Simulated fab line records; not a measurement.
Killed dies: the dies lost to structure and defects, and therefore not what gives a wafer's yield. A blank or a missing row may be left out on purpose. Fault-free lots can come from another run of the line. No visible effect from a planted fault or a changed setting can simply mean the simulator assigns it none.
Matching of chambers -- flow n5_finfet -- ald_sin-01 running N5_MOL_CONTACT_COAG_ALD_27: 4 sister chambers
The step deposits SiOC, target thk 17 nm, pulse time 1.5 s, time 2720 s. 8 wafers are shown with their chamber, then 12 later ones without.

## WAFERS, EACH WITH ITS CHAMBER
wafer,chamber,heater_power_w (W),precursor_pulse_height_rel
L084.1,2,729,1.014
L084.2,1,586,1.009
L084.3,3,1090,0.997
L084.5,1,582,0.978
L084.6,2,724,0.999
L086.1,0,915,0.955
L086.3,3,1064,0.996
L086.5,0,921,0.995

## WAFERS MISSING THEIR CHAMBER
wafer,heater_power_w (W),precursor_pulse_height_rel
L092.1,560,1.001
L092.4,768,0.975
L092.6,550,0.991
L094.1,1073,0.982
L094.2,924,1.005
L094.5,921,0.959
L095.1,934,0.993
L095.2,1105,1.027
L095.5,945,0.984
L096.1,772,1.014
L096.2,921,1.031
L096.6,1062,1.016

## WHICH CHAMBER EACH ONE RAN IN
wafer,from the rows above,in truth
L092.1,1,1
L092.4,2,2
L092.6,1,1
L094.1,3,3
L094.2,0,0
L094.5,0,0
L095.1,0,0
L095.2,3,3
L095.5,0,0
L096.1,2,2
L096.2,0,0
L096.6,3,3
Correctly placed: 12 of 12. Can't be placed from these rows: 0. Wrongly placed: 0.
How it was worked out, from the rows above alone: a wafer's distance from a chamber is the root of the sum, over the readings, of the square of ((its reading less the chamber's mean) divided by the reading's scatter). The wafer belongs to the nearest chamber; if the next one is less than 2 further off, it can't be placed. Each chamber's mean is taken over the wafers shown for it. The scatter is the square root of a quotient: the sum, over the shown wafers, of each reading's squared deviation from its chamber's mean, divided by wafers minus chambers.
